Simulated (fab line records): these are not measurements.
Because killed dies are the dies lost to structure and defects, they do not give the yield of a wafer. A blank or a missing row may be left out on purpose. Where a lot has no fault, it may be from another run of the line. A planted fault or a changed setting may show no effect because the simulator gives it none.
Which tool is to blame?	flow nand-harc	12 lots (36 wafers sampled), 1 step of a 1302-step route

WHAT THE GAUGES SHOWED, per wafer
NHARC_P_M2_CD_MEAS_16.
lot	measured	on	cd-nm (nm)
L075	day 6 18:07	cd-sem-02	169.5 169.8 170.1
L077	day 7 19:53	cd-sem-02	170.2 170.4 170.4
L079	day 8 14:41	cd-sem-03	168.8 169.0 169.8
L081	day 9 15:07	cd-sem-03	169.5 169.6 169.5
L083	day 10 04:30	cd-sem-03	169.7 169.8 169.9
L085	day 11 01:29	cd-sem-01	169.8 170.7 170.1
L087	day 12 14:05	cd-sem-01	169.9 170.5 170.4
L088	day 12 16:03	cd-sem-01	170.1 169.1 170.1
L091	day 13 14:49	cd-sem-03	170.1 170.4 170.4
L093	day 14 12:23	cd-sem-02	170.1 169.7 169.9
L095	day 15 01:08	cd-sem-02	169.4 169.0 168.9
L096	day 15 21:28	cd-sem-02	170.2 168.9 169.6

TOOL THAT RAN EACH LOT (tool first, then ch and the chambers of the sampled wafers, then the start)
Record: no process step prior to these readings.

THE ANSWER, worked out from the rows above alone
Rule: usual is defined by the lots themselves. The widest of any qualifying gaps counts: lots, ordered by their means at a reading, are off when they make up no more than a third of the lots, leave a main group of 4 or more, and stand apart from it by 3 or more times the standard deviation of that group's means. If all means in a main group match to the digits the tables above print for the reading, that group is not used. A lot without any number at a reading at which 4 lots or more have one is off too. Where the step has rows for the other lots, those lots are counted as sound.
None of the lots is off at any reading shown; this tells nothing.

WHAT HAD BEEN PUT IN BY THE SIMULATOR
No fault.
